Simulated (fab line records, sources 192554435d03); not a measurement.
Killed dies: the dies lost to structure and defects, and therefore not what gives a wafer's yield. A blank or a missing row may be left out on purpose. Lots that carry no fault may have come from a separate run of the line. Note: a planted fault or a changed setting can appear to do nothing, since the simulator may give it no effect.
fab line records || flow n5Finfet || part 2 of 2: steps 18 to 28 of 28
[record] {"lots": 5, "wafers": 15, "lastDay": 18}
route steps=1938 shown BEOL_M5@1144
lots untouched by any fault: they come from a run of this same line in which no faults occurred
startH: the number of hours between the record's first day and the start of the first shown wafer of the lot || waitH: time in hours since the lot's previous step || " same as the row above || L1.1+2: a single row standing in for several wafers || - no value, or no start given || * or withheld: withheld || < > ~ a bound
route shown NAME@n: names a module that has steps shown in the file, with the first one's number in the route || usual: mean/standard deviation taken from wafers without a fault || same: alike in all rows || chamber/n: place in a boat || sites: per-site readings || _std_site: the standard deviation of these || _edge_site: the outer-site mean with the inner-site mean subtracted || radiusMm: how far each site lies from the wafer's centre || mask NAME#n: copy n || behind: the most recent tool/chamber to have shaped the wafer || hold: cause of the lot's hold/its duration in hours/its outcome || device: the n, p or np transistor that did not switch || end of line: the same wafers' tests at the end of the route || a step given without rows: its recipe and nothing more || killed: at the first sort, the dies lost to defects and structure; wafer yield is something else || map: the dies of a wafer, with x for killed, . for not killed, _ for no die there
set.NAME: setting as actually run; set.NAME@STEP: the setting as run at that earlier step || model.NAME: the simulator's own value behind a step, which no gauge read
certain route steps with their lots: each step a table, each wafer a row
services: the hour from which a tool's chamber was out of use, counted from the record's first day as startH (under 0 if before that day), plus the number of hours and why
[[steps]]
[step N5_BEOL_M5_ETCH_41]
[recipe] {"chemistry": "CH3F/O2", "target": "SiCN", "targetDepthA": 315, "taperDeg": 2, "timeS": 56.7, "ionEnergyEv": 120, "maskMaterial": "TiN", "pressureMtorr": 30, "sourceW": 395, "biasW": 75, "Ar_flow_sccm": 150, "CH3F_flow_sccm": 30, "O2_flow_sccm": 20}
[usual] {"CH3F_flow_sccm": "29.99/0.094", "biasW": "74.98/0.22", "drypumpMotorCurrentA": "5.8/0.71", "oesProductAu": "0.75/0.059", "rfVppV": "296.9/1.4", "showerheadPlenumPTorr": "1.98/0.054", "throttleValvePct": "16.25/0.16"}
{"lot.wafer": "L077.1", "tool": "rieDiel-01", "chamber": 2, "startH": "-", "waitH": "-", "CH3F_flow_sccm": 30.04, "biasW": 75.10, "drypumpMotorCurrentA": 5.2, "oesProductAu": 0.71, "rfHoursCounterH": 163, "rfVppV": 297.0, "showerheadPlenumPTorr": 2.00, "throttleValvePct": 16.08}
{"lot.wafer": "L077.2", "tool": "rieDiel-01", "chamber": 3, "startH": "-", "waitH": "-", "CH3F_flow_sccm": 30.02, "biasW": 74.99, "drypumpMotorCurrentA": 6.4, "oesProductAu": 0.86, "rfHoursCounterH": 44, "rfVppV": 296.1, "showerheadPlenumPTorr": 1.96, "throttleValvePct": 16.19}
{"lot.wafer": "L077.5", "tool": "rieDiel-01", "chamber": 1, "startH": "-", "waitH": "-", "CH3F_flow_sccm": 29.86, "biasW": 74.68, "drypumpMotorCurrentA": 4.9, "oesProductAu": 0.69, "rfHoursCounterH": "-", "rfVppV": 295.3, "showerheadPlenumPTorr": 1.90, "throttleValvePct": 16.40}
{"lot.wafer": "L080.2", "tool": "rieDiel-04", "chamber": 3, "startH": "-", "waitH": "-", "CH3F_flow_sccm": 30.01, "biasW": 74.66, "drypumpMotorCurrentA": 6.7, "oesProductAu": 0.83, "rfHoursCounterH": 70, "rfVppV": 296.0, "showerheadPlenumPTorr": 1.94, "throttleValvePct": 16.15}
{"lot.wafer": "L080.4", "tool": "rieDiel-04", "chamber": 2, "startH": "-", "waitH": "-", "CH3F_flow_sccm": 29.95, "biasW": 74.77, "drypumpMotorCurrentA": 6.5, "oesProductAu": 0.87, "rfHoursCounterH": 24, "rfVppV": 296.8, "showerheadPlenumPTorr": 1.96, "throttleValvePct": 15.98}
{"lot.wafer": "L080.5", "tool": "rieDiel-04", "chamber": 2, "startH": "-", "waitH": "-", "CH3F_flow_sccm": 29.96, "biasW": 75.05, "drypumpMotorCurrentA": 6.5, "oesProductAu": 0.88, "rfHoursCounterH": "-", "rfVppV": 297.0, "showerheadPlenumPTorr": 1.96, "throttleValvePct": 16.00}
{"lot.wafer": "L081.1", "tool": "rieDiel-03", "chamber": 1, "startH": "-", "waitH": "-", "CH3F_flow_sccm": 29.98, "biasW": 74.86, "drypumpMotorCurrentA": 5.3, "oesProductAu": 0.82, "rfHoursCounterH": 56, "rfVppV": 297.1, "showerheadPlenumPTorr": 2.03, "throttleValvePct": 15.84}
{"lot.wafer": "L081.3", "tool": "rieDiel-03", "chamber": 3, "startH": "-", "waitH": "-", "CH3F_flow_sccm": 29.80, "biasW": 75.26, "drypumpMotorCurrentA": 6.4, "oesProductAu": 0.71, "rfHoursCounterH": 215, "rfVppV": 298.5, "showerheadPlenumPTorr": 1.96, "throttleValvePct": 16.33}
{"lot.wafer": "L081.5", "tool": "rieDiel-03", "chamber": 2, "startH": "-", "waitH": "-", "CH3F_flow_sccm": 30.01, "biasW": 74.81, "drypumpMotorCurrentA": 6.6, "oesProductAu": 0.74, "rfHoursCounterH": "-", "rfVppV": 295.6, "showerheadPlenumPTorr": 1.90, "throttleValvePct": 16.41}
{"lot.wafer": "L091.4", "tool": "rieDiel-03", "chamber": 3, "startH": "-", "waitH": "-", "CH3F_flow_sccm": 29.91, "biasW": 75.55, "drypumpMotorCurrentA": 6.5, "oesProductAu": 0.70, "rfHoursCounterH": "-", "rfVppV": 295.7, "showerheadPlenumPTorr": 1.96, "throttleValvePct": 16.38}
{"lot.wafer": "L091.5", "tool": "rieDiel-03", "chamber": 0, "startH": "-", "waitH": "-", "CH3F_flow_sccm": 30.00, "biasW": 74.60, "drypumpMotorCurrentA": 6.4, "oesProductAu": 0.77, "rfHoursCounterH": "-", "rfVppV": 295.9, "showerheadPlenumPTorr": 1.99, "throttleValvePct": 16.12}
{"lot.wafer": "L091.6", "tool": "rieDiel-03", "chamber": 2, "startH": "-", "waitH": "-", "CH3F_flow_sccm": 30.01, "biasW": 75.12, "drypumpMotorCurrentA": 6.6, "oesProductAu": 0.72, "rfHoursCounterH": "-", "rfVppV": 295.6, "showerheadPlenumPTorr": 1.90, "throttleValvePct": 16.45}
{"lot.wafer": "L097.2", "tool": "rieDiel-04", "chamber": 1, "startH": "-", "waitH": "-", "CH3F_flow_sccm": 30.04, "biasW": 74.95, "drypumpMotorCurrentA": 4.7, "oesProductAu": 0.71, "rfHoursCounterH": 201, "rfVppV": 297.1, "showerheadPlenumPTorr": 2.07, "throttleValvePct": 16.27}
{"lot.wafer": "L097.3", "tool": "rieDiel-04", "chamber": 2, "startH": "-", "waitH": "-", "CH3F_flow_sccm": 30.13, "biasW": 75.06, "drypumpMotorCurrentA": 6.5, "oesProductAu": 0.82, "rfHoursCounterH": 61, "rfVppV": 296.6, "showerheadPlenumPTorr": 1.95, "throttleValvePct": 16.05}
{"lot.wafer": "L097.4", "tool": "rieDiel-04", "chamber": 0, "startH": "-", "waitH": "-", "CH3F_flow_sccm": 29.96, "biasW": 75.43, "drypumpMotorCurrentA": 5.4, "oesProductAu": 0.69, "rfHoursCounterH": "-", "rfVppV": 297.6, "showerheadPlenumPTorr": 2.05, "throttleValvePct": 16.33}
[step N5_BEOL_M5_STRIP_91]
[recipe] {"chemistry": "N2/H2", "timeS": 10, "powerW": 450, "tempC": 40, "pressureMtorr": 20, "rfFrequencyHz": 6e+07, "biasPowerW": 7, "n2FlowSccm": 200, "h2FlowSccm": 200}
[usual] {"drypumpMotorCurrentA": "5.8/0.7", "oesProductAu": "0.76/0.06", "rfVppV": "59.1/0.86", "showerheadPlenumPTorr": "2.51/0.076", "throttleValvePct": "23.53/0.23"}
{"lot.wafer": "L077.1", "tool": "rieDiel-01", "chamber": 2, "startH": "-", "waitH": "-", "drypumpMotorCurrentA": 5.2, "oesProductAu": 0.72, "rfHoursCounterH": 163, "rfVppV": 59.8, "showerheadPlenumPTorr": 2.53, "throttleValvePct": 23.41}
{"lot.wafer": "L077.2", "tool": "rieDiel-01", "chamber": 3, "startH": "-", "waitH": "-", "drypumpMotorCurrentA": 6.5, "oesProductAu": 0.86, "rfHoursCounterH": 44, "rfVppV": 59.4, "showerheadPlenumPTorr": 2.48, "throttleValvePct": 23.60}
{"lot.wafer": "L077.5", "tool": "rieDiel-01", "chamber": 1, "startH": "-", "waitH": "-", "drypumpMotorCurrentA": 4.9, "oesProductAu": 0.71, "rfHoursCounterH": "-", "rfVppV": 58.6, "showerheadPlenumPTorr": 2.40, "throttleValvePct": 23.69}
{"lot.wafer": "L080.2", "tool": "rieDiel-04", "chamber": 3, "startH": "-", "waitH": "-", "drypumpMotorCurrentA": 6.7, "oesProductAu": 0.83, "rfHoursCounterH": 70, "rfVppV": 58.8, "showerheadPlenumPTorr": 2.47, "throttleValvePct": 23.65}
{"lot.wafer": "L080.4", "tool": "rieDiel-04", "chamber": 2, "startH": "-", "waitH": "-", "drypumpMotorCurrentA": 6.5, "oesProductAu": 0.87, "rfHoursCounterH": 24, "rfVppV": 58.3, "showerheadPlenumPTorr": 2.47, "throttleValvePct": 23.03}
{"lot.wafer": "L080.5", "tool": "rieDiel-04", "chamber": 2, "startH": "-", "waitH": "-", "drypumpMotorCurrentA": 6.5, "oesProductAu": 0.88, "rfHoursCounterH": "-", "rfVppV": 58.5, "showerheadPlenumPTorr": 2.47, "throttleValvePct": 23.02}
{"lot.wafer": "L081.1", "tool": "rieDiel-03", "chamber": 1, "startH": "-", "waitH": "-", "drypumpMotorCurrentA": 5.4, "oesProductAu": 0.83, "rfHoursCounterH": 56, "rfVppV": 59.2, "showerheadPlenumPTorr": 2.57, "throttleValvePct": 22.90}
{"lot.wafer": "L081.3", "tool": "rieDiel-03", "chamber": 3, "startH": "-", "waitH": "-", "drypumpMotorCurrentA": 6.5, "oesProductAu": 0.72, "rfHoursCounterH": 215, "rfVppV": 60.7, "showerheadPlenumPTorr": 2.52, "throttleValvePct": 23.85}
{"lot.wafer": "L081.5", "tool": "rieDiel-03", "chamber": 2, "startH": "-", "waitH": "-", "drypumpMotorCurrentA": 6.7, "oesProductAu": 0.75, "rfHoursCounterH": "-", "rfVppV": 59.6, "showerheadPlenumPTorr": 2.41, "throttleValvePct": 23.68}
{"lot.wafer": "L091.4", "tool": "rieDiel-03", "chamber": 3, "startH": "-", "waitH": "-", "drypumpMotorCurrentA": 6.4, "oesProductAu": 0.70, "rfHoursCounterH": "-", "rfVppV": 58.9, "showerheadPlenumPTorr": 2.51, "throttleValvePct": 23.88}
{"lot.wafer": "L091.5", "tool": "rieDiel-03", "chamber": 0, "startH": "-", "waitH": "-", "drypumpMotorCurrentA": 6.4, "oesProductAu": 0.78, "rfHoursCounterH": "-", "rfVppV": 59.3, "showerheadPlenumPTorr": 2.55, "throttleValvePct": 23.60}
{"lot.wafer": "L091.6", "tool": "rieDiel-03", "chamber": 2, "startH": "-", "waitH": "-", "drypumpMotorCurrentA": 6.6, "oesProductAu": 0.74, "rfHoursCounterH": "-", "rfVppV": 59.4, "showerheadPlenumPTorr": 2.40, "throttleValvePct": 23.72}
{"lot.wafer": "L097.2", "tool": "rieDiel-04", "chamber": 2, "startH": "-", "waitH": "-", "drypumpMotorCurrentA": 6.6, "oesProductAu": 0.82, "rfHoursCounterH": 61, "rfVppV": 58.5, "showerheadPlenumPTorr": 2.46, "throttleValvePct": 23.08}
{"lot.wafer": "L097.3", "tool": "rieDiel-04", "chamber": 0, "startH": "-", "waitH": "-", "drypumpMotorCurrentA": 5.4, "oesProductAu": 0.70, "rfHoursCounterH": "-", "rfVppV": 59.6, "showerheadPlenumPTorr": 2.62, "throttleValvePct": 23.52}
{"lot.wafer": "L097.4", "tool": "rieDiel-04", "chamber": 2, "startH": "-", "waitH": "-", "drypumpMotorCurrentA": 6.5, "oesProductAu": 0.83, "rfHoursCounterH": "-", "rfVppV": 58.5, "showerheadPlenumPTorr": 2.46, "throttleValvePct": 23.09}
[step N5_BEOL_M5_OCD_MEAS_38]
[usual] {"trenchDepthNm": "70.5/1.3"}
{"lot.wafer": "L077.1", "tool": "ocd-02", "chamber": "-", "startH": 190.64, "waitH": "-", "trenchDepthNm": 69.3}
{"lot.wafer": "L077.2", "tool": "ocd-02", "chamber": "-", "startH": 190.64, "waitH": "-", "trenchDepthNm": 70.7}
{"lot.wafer": "L077.5", "tool": "ocd-02", "chamber": "-", "startH": 190.64, "waitH": "-", "trenchDepthNm": 69.7}
{"lot.wafer": "L080.2", "tool": "ocd-02", "chamber": "-", "startH": 208.36, "waitH": "-", "trenchDepthNm": 71.9}
{"lot.wafer": "L080.4", "tool": "ocd-02", "chamber": "-", "startH": 208.36, "waitH": "-", "trenchDepthNm": 70.3}
{"lot.wafer": "L080.5", "tool": "ocd-02", "chamber": "-", "startH": 208.36, "waitH": "-", "trenchDepthNm": 70.6}
{"lot.wafer": "L081.1", "tool": "ocd-02", "chamber": "-", "startH": 225.22, "waitH": "-", "trenchDepthNm": 71.9}
{"lot.wafer": "L081.3", "tool": "ocd-02", "chamber": "-", "startH": 225.22, "waitH": "-", "trenchDepthNm": 72.4}
{"lot.wafer": "L081.5", "tool": "ocd-02", "chamber": "-", "startH": 225.22, "waitH": "-", "trenchDepthNm": 70.7}
{"lot.wafer": "L091.4", "tool": "ocd-01", "chamber": "-", "startH": 298.37, "waitH": "-", "trenchDepthNm": 71.2}
{"lot.wafer": "L091.5", "tool": "ocd-01", "chamber": "-", "startH": 298.37, "waitH": "-", "trenchDepthNm": 68.1}
{"lot.wafer": "L091.6", "tool": "ocd-01", "chamber": "-", "startH": 298.37, "waitH": "-", "trenchDepthNm": 69.1}
{"lot.wafer": "L097.2", "tool": "ocd-01", "chamber": "-", "startH": 333.54, "waitH": "-", "trenchDepthNm": 71.0}
{"lot.wafer": "L097.3", "tool": "ocd-01", "chamber": "-", "startH": 333.54, "waitH": "-", "trenchDepthNm": 71.3}
{"lot.wafer": "L097.4", "tool": "ocd-01", "chamber": "-", "startH": 333.54, "waitH": "-", "trenchDepthNm": 70.7}
[step N5_BEOL_M5_HM_STRIP_39]
[recipe] {"chemistry": "peroxideTinStrip", "material": "TiN", "targetDepthA": 250, "tempC": 50, "timeS": 158}
{"lot.wafer": "L077.1+2+5", "tool": "wetBench-05", "chamber": "2,5,3", "startH": 190.67, "waitH": 0.0}
{"lot.wafer": "L080.2+4+5", "tool": "wetBench-06", "chamber": "7,5,4", "startH": 208.39, "waitH": 0.0}
{"lot.wafer": "L081.1+3+5", "tool": "wetBench-02", "chamber": "5,7,4", "startH": 225.25, "waitH": 0.0}
{"lot.wafer": "L091.4+5+6", "tool": "wetBench-05", "chamber": "4,1,6", "startH": 298.40, "waitH": 0.0}
{"lot.wafer": "L097.2+3+4", "tool": "wetBench-05", "chamber": "1,0,5", "startH": 333.57, "waitH": 0.0}
[step N5_BEOL_M5_SRD_40]
[recipe] {"timeS": 30, "tempC": 23, "rinseLiquid": "diw", "dry": "ipaMarangoni"}
{"lot.wafer": "L077.1+2+5", "tool": "wetBench-05", "chamber": "2,5,3", "startH": 190.72, "waitH": 0.0}
{"lot.wafer": "L080.2+4+5", "tool": "wetBench-06", "chamber": "7,5,4", "startH": 208.44, "waitH": 0.0}
{"lot.wafer": "L081.1+3+5", "tool": "wetBench-02", "chamber": "5,7,4", "startH": 225.29, "waitH": 0.0}
{"lot.wafer": "L091.4+5+6", "tool": "wetBench-05", "chamber": "4,1,6", "startH": 298.45, "waitH": 0.0}
{"lot.wafer": "L097.2+3+4", "tool": "wetBench-05", "chamber": "1,0,5", "startH": 333.62, "waitH": 0.0}
[step N5_BEOL_M5_PRECLEAN_42]
[recipe] {"chemistry": "residueRemover", "timeS": 60, "tempC": 40}
{"lot.wafer": "L077.1+2+5", "tool": "wetBench-05", "chamber": "2,5,3", "startH": 190.73, "waitH": 0.0}
{"lot.wafer": "L080.2+4+5", "tool": "wetBench-06", "chamber": "7,5,4", "startH": 208.46, "waitH": 0.0}
{"lot.wafer": "L081.1+3+5", "tool": "wetBench-02", "chamber": "5,7,4", "startH": 225.31, "waitH": 0.0}
{"lot.wafer": "L091.4+5+6", "tool": "wetBench-05", "chamber": "4,1,6", "startH": 298.46, "waitH": 0.0}
{"lot.wafer": "L097.2+3+4", "tool": "wetBench-05", "chamber": "1,0,5", "startH": 333.63, "waitH": 0.0}
[step N5_BEOL_M5_SRD_43]
[recipe] {"timeS": 30, "tempC": 23, "rinseLiquid": "diw", "dry": "ipaMarangoni"}
{"lot.wafer": "L077.1+2+5", "tool": "wetBench-05", "chamber": "2,5,3", "startH": 190.75, "waitH": 0.0}
{"lot.wafer": "L080.2+4+5", "tool": "wetBench-06", "chamber": "7,5,4", "startH": 208.48, "waitH": 0.0}
{"lot.wafer": "L081.1+3+5", "tool": "wetBench-02", "chamber": "5,7,4", "startH": 225.33, "waitH": 0.0}
{"lot.wafer": "L091.4+5+6", "tool": "wetBench-05", "chamber": "4,1,6", "startH": 298.48, "waitH": 0.0}
{"lot.wafer": "L097.2+3+4", "tool": "wetBench-05", "chamber": "1,0,5", "startH": 333.65, "waitH": 0.0}
[step N5_BEOL_M5_CD_MEAS_35]
[recipe] {"targetCdNm": 28, "targetCdYNm": 24, "polarity": "opening"}
[usual] {"cdNm": "27.9/0.34"}
{"lot.wafer": "L077.1", "tool": "cdSem-02", "chamber": "-", "startH": 190.79, "waitH": 0.0, "cdNm": 28.0}
{"lot.wafer": "L077.2", "tool": "cdSem-02", "chamber": "-", "startH": 190.79, "waitH": 0.0, "cdNm": 27.5}
{"lot.wafer": "L077.5", "tool": "cdSem-02", "chamber": "-", "startH": 190.79, "waitH": 0.0, "cdNm": 28.1}
{"lot.wafer": "L080.2", "tool": "cdSem-03", "chamber": "-", "startH": 208.52, "waitH": 0.0, "cdNm": 28.0}
{"lot.wafer": "L080.4", "tool": "cdSem-03", "chamber": "-", "startH": 208.52, "waitH": 0.0, "cdNm": 27.6}
{"lot.wafer": "L080.5", "tool": "cdSem-03", "chamber": "-", "startH": 208.52, "waitH": 0.0, "cdNm": 27.9}
{"lot.wafer": "L081.1", "tool": "cdSem-01", "chamber": "-", "startH": 225.37, "waitH": 0.0, "cdNm": 27.1}
{"lot.wafer": "L081.3", "tool": "cdSem-01", "chamber": "-", "startH": 225.37, "waitH": 0.0, "cdNm": 27.8}
{"lot.wafer": "L081.5", "tool": "cdSem-01", "chamber": "-", "startH": 225.37, "waitH": 0.0, "cdNm": 27.5}
{"lot.wafer": "L091.4", "tool": "cdSem-03", "chamber": "-", "startH": 298.52, "waitH": 0.0, "cdNm": 27.8}
{"lot.wafer": "L091.5", "tool": "cdSem-03", "chamber": "-", "startH": 298.52, "waitH": 0.0, "cdNm": 27.8}
{"lot.wafer": "L091.6", "tool": "cdSem-03", "chamber": "-", "startH": 298.52, "waitH": 0.0, "cdNm": 27.4}
{"lot.wafer": "L097.2", "tool": "cdSem-03", "chamber": "-", "startH": 333.69, "waitH": 0.0, "cdNm": 28.0}
{"lot.wafer": "L097.3", "tool": "cdSem-03", "chamber": "-", "startH": 333.69, "waitH": 0.0, "cdNm": 28.1}
{"lot.wafer": "L097.4", "tool": "cdSem-03", "chamber": "-", "startH": 333.69, "waitH": 0.0, "cdNm": 27.6}
[step N5_BEOL_M5_CURE_80]
[recipe] {"tempC": 370, "timeS": 120, "ambient": "DMADMS/He", "material": "SiCOH_lowk"}
[usual] {"lampPowerPct": "52.31/0.055", "wafer_temp_C_max": "371.9/0.76"}
{"lot.wafer": "L077.1", "tool": "uvCure-02", "chamber": 2, "startH": 190.83, "waitH": 0.0, "lampPowerPct": 52.36, "wafer_temp_C_max": 371.5}
{"lot.wafer": "L077.2", "tool": "uvCure-02", "chamber": 2, "startH": 190.83, "waitH": 0.0, "lampPowerPct": 52.35, "wafer_temp_C_max": 371.7}
{"lot.wafer": "L077.5", "tool": "uvCure-02", "chamber": 2, "startH": 190.83, "waitH": 0.0, "lampPowerPct": 52.27, "wafer_temp_C_max": 372.4}
{"lot.wafer": "L080.2", "tool": "uvCure-02", "chamber": 1, "startH": 208.61, "waitH": 0.1, "lampPowerPct": 52.26, "wafer_temp_C_max": 371.9}
{"lot.wafer": "L080.4", "tool": "uvCure-02", "chamber": 1, "startH": 208.61, "waitH": 0.1, "lampPowerPct": 52.40, "wafer_temp_C_max": 371.1}
{"lot.wafer": "L080.5", "tool": "uvCure-02", "chamber": 1, "startH": 208.61, "waitH": 0.1, "lampPowerPct": 52.26, "wafer_temp_C_max": 372.6}
{"lot.wafer": "L081.1", "tool": "uvCure-01", "chamber": 1, "startH": 225.41, "waitH": 0.0, "lampPowerPct": 52.27, "wafer_temp_C_max": 371.7}
{"lot.wafer": "L081.3", "tool": "uvCure-01", "chamber": 1, "startH": 225.41, "waitH": 0.0, "lampPowerPct": 52.31, "wafer_temp_C_max": 371.4}
{"lot.wafer": "L081.5", "tool": "uvCure-01", "chamber": 1, "startH": 225.41, "waitH": 0.0, "lampPowerPct": 52.23, "wafer_temp_C_max": 371.3}
{"lot.wafer": "L091.4", "tool": "uvCure-03", "chamber": 0, "startH": 299.30, "waitH": 0.8, "lampPowerPct": 52.37, "wafer_temp_C_max": 371.4}
{"lot.wafer": "L091.5", "tool": "uvCure-03", "chamber": 0, "startH": 299.30, "waitH": 0.8, "lampPowerPct": 52.29, "wafer_temp_C_max": 370.9}
{"lot.wafer": "L091.6", "tool": "uvCure-03", "chamber": 0, "startH": 299.30, "waitH": 0.8, "lampPowerPct": 52.27, "wafer_temp_C_max": 371.5}
{"lot.wafer": "L097.2", "tool": "uvCure-02", "chamber": 2, "startH": 333.78, "waitH": 0.1, "lampPowerPct": 52.28, "wafer_temp_C_max": 372.0}
{"lot.wafer": "L097.3", "tool": "uvCure-02", "chamber": 2, "startH": 333.78, "waitH": 0.1, "lampPowerPct": 52.24, "wafer_temp_C_max": 371.5}
{"lot.wafer": "L097.4", "tool": "uvCure-02", "chamber": 2, "startH": 333.78, "waitH": 0.1, "lampPowerPct": 52.34, "wafer_temp_C_max": 371.9}
[step N5_BEOL_M5_DEGAS_44]
[recipe] {"ambient": "vacuum", "tempC": 250, "timeS": 60}
[usual] {"heaterPowerW": "338/33"}
{"lot.wafer": "L077.1", "tool": "pvdSputter-01", "chamber": "-", "startH": 191.46, "waitH": 0.6, "heaterPowerW": 299}
{"lot.wafer": "L077.2", "tool": "pvdSputter-01", "chamber": "-", "startH": 191.46, "waitH": 0.6, "heaterPowerW": 398}
{"lot.wafer": "L077.5", "tool": "pvdSputter-01", "chamber": "-", "startH": 191.46, "waitH": 0.6, "heaterPowerW": 293}
{"lot.wafer": "L080.2", "tool": "pvdSputter-02", "chamber": "-", "startH": 208.89, "waitH": 0.2, "heaterPowerW": 352}
{"lot.wafer": "L080.4", "tool": "pvdSputter-02", "chamber": "-", "startH": 208.89, "waitH": 0.2, "heaterPowerW": 339}
{"lot.wafer": "L080.5", "tool": "pvdSputter-02", "chamber": "-", "startH": 208.89, "waitH": 0.2, "heaterPowerW": 333}
{"lot.wafer": "L081.1", "tool": "pvdSputter-02", "chamber": "-", "startH": 227.81, "waitH": 2.3, "heaterPowerW": 349}
{"lot.wafer": "L081.3", "tool": "pvdSputter-02", "chamber": "-", "startH": 227.81, "waitH": 2.3, "heaterPowerW": 358}
{"lot.wafer": "L081.5", "tool": "pvdSputter-02", "chamber": "-", "startH": 227.81, "waitH": 2.3, "heaterPowerW": 356}
{"lot.wafer": "L091.4", "tool": "pvdSputter-02", "chamber": "-", "startH": 299.69, "waitH": 0.3, "heaterPowerW": 322}
{"lot.wafer": "L091.5", "tool": "pvdSputter-02", "chamber": "-", "startH": 299.69, "waitH": 0.3, "heaterPowerW": 346}
{"lot.wafer": "L091.6", "tool": "pvdSputter-02", "chamber": "-", "startH": 299.69, "waitH": 0.3, "heaterPowerW": 337}
{"lot.wafer": "L097.2", "tool": "pvdSputter-03", "chamber": "-", "startH": 334.25, "waitH": 0.4, "heaterPowerW": 334}
{"lot.wafer": "L097.3", "tool": "pvdSputter-03", "chamber": "-", "startH": 334.25, "waitH": 0.4, "heaterPowerW": 354}
{"lot.wafer": "L097.4", "tool": "pvdSputter-03", "chamber": "-", "startH": 334.25, "waitH": 0.4, "heaterPowerW": 328}
[step N5_BEOL_M5_PRE_CLEAN_45]
[recipe] {"gas": "H2/He", "timeS": 30, "tempC": 250}
[usual] {"heaterPowerW": "338/33"}
{"lot.wafer": "L077.1", "tool": "pvdSputter-01", "chamber": "-", "startH": 191.50, "waitH": 0.0, "heaterPowerW": 296}
{"lot.wafer": "L077.2", "tool": "pvdSputter-01", "chamber": "-", "startH": 191.50, "waitH": 0.0, "heaterPowerW": 393}
{"lot.wafer": "L077.5", "tool": "pvdSputter-01", "chamber": "-", "startH": 191.50, "waitH": 0.0, "heaterPowerW": 300}
{"lot.wafer": "L080.2", "tool": "pvdSputter-02", "chamber": "-", "startH": 208.93, "waitH": 0.0, "heaterPowerW": 337}
{"lot.wafer": "L080.4", "tool": "pvdSputter-02", "chamber": "-", "startH": 208.93, "waitH": 0.0, "heaterPowerW": 335}
{"lot.wafer": "L080.5", "tool": "pvdSputter-02", "chamber": "-", "startH": 208.93, "waitH": 0.0, "heaterPowerW": 335}
{"lot.wafer": "L081.1", "tool": "pvdSputter-02", "chamber": "-", "startH": 227.85, "waitH": 0.0, "heaterPowerW": 343}
{"lot.wafer": "L081.3", "tool": "pvdSputter-02", "chamber": "-", "startH": 227.85, "waitH": 0.0, "heaterPowerW": 360}
{"lot.wafer": "L081.5", "tool": "pvdSputter-02", "chamber": "-", "startH": 227.85, "waitH": 0.0, "heaterPowerW": 360}
{"lot.wafer": "L091.4", "tool": "pvdSputter-02", "chamber": "-", "startH": 299.74, "waitH": 0.0, "heaterPowerW": 336}
{"lot.wafer": "L091.5", "tool": "pvdSputter-02", "chamber": "-", "startH": 299.74, "waitH": 0.0, "heaterPowerW": 350}
{"lot.wafer": "L091.6", "tool": "pvdSputter-02", "chamber": "-", "startH": 299.74, "waitH": 0.0, "heaterPowerW": 340}
{"lot.wafer": "L097.2", "tool": "pvdSputter-03", "chamber": "-", "startH": 334.29, "waitH": 0.0, "heaterPowerW": 338}
{"lot.wafer": "L097.3", "tool": "pvdSputter-03", "chamber": "-", "startH": 334.29, "waitH": 0.0, "heaterPowerW": 367}
{"lot.wafer": "L097.4", "tool": "pvdSputter-03", "chamber": "-", "startH": 334.29, "waitH": 0.0, "heaterPowerW": 333}
[[services]]
{"tool": "euvScanner-02", "chamber": "-", "startH": 174.16, "hours": 1.3, "kind": "repair"}
{"tool": "euvScanner-02", "chamber": "-", "startH": 190.53, "hours": 1.0, "kind": "pm"}
{"tool": "euvScanner-02", "chamber": "-", "startH": 191.78, "hours": 0.7, "kind": "repair"}
{"tool": "rieDiel-01", "chamber": 0, "startH": 192.03, "hours": 15.2, "kind": "repair"}
{"tool": "pvdSputter-02", "chamber": "-", "startH": 197.53, "hours": 7.5, "kind": "repair"}
{"tool": "euvScanner-01", "chamber": "-", "startH": 197.81, "hours": 1.0, "kind": "pm"}
{"tool": "euvScanner-01", "chamber": "-", "startH": 199.14, "hours": 5.8, "kind": "pm"}
{"tool": "rieDiel-01", "chamber": 3, "startH": 199.51, "hours": 13.7, "kind": "repair"}
{"tool": "wetBench-05", "chamber": "-", "startH": 200.86, "hours": 20.7, "kind": "repair"}
{"tool": "rieDiel-01", "chamber": 1, "startH": 203.97, "hours": 4.9, "kind": "repair"}
{"tool": "euvScanner-02", "chamber": "-", "startH": 205.96, "hours": 2.1, "kind": "repair"}
{"tool": "uvCure-02", "chamber": "-", "startH": 225.19, "hours": 7.1, "kind": "pm"}
{"tool": "rieDiel-01", "chamber": 3, "startH": 233.71, "hours": 4.6, "kind": "repair"}
{"tool": "euvScanner-01", "chamber": "-", "startH": 238.58, "hours": 12.0, "kind": "pm"}
{"tool": "rieDiel-03", "chamber": "-", "startH": 247.81, "hours": 0.9, "kind": "repair"}
{"tool": "euvScanner-01", "chamber": "-", "startH": 253.11, "hours": 4.6, "kind": "pm"}
{"tool": "euvScanner-01", "chamber": "-", "startH": 262.31, "hours": 1.0, "kind": "pm"}
{"tool": "rieDiel-03", "chamber": 1, "startH": 292.57, "hours": 11.4, "kind": "repair"}
{"tool": "uvCure-02", "chamber": "-", "startH": 307.08, "hours": 2.8, "kind": "pm"}
{"tool": "rieDiel-04", "chamber": "-", "startH": 307.34, "hours": 1.1, "kind": "repair"}
{"tool": "euvScanner-01", "chamber": "-", "startH": 310.11, "hours": 1.0, "kind": "pm"}
{"tool": "rieDiel-03", "chamber": 3, "startH": 329.30, "hours": 4.3, "kind": "repair"}
{"tool": "rieDiel-04", "chamber": 3, "startH": 332.64, "hours": 7.5, "kind": "repair"}
{"tool": "rieDiel-04", "chamber": 0, "startH": 334.08, "hours": 6.7, "kind": "repair"}
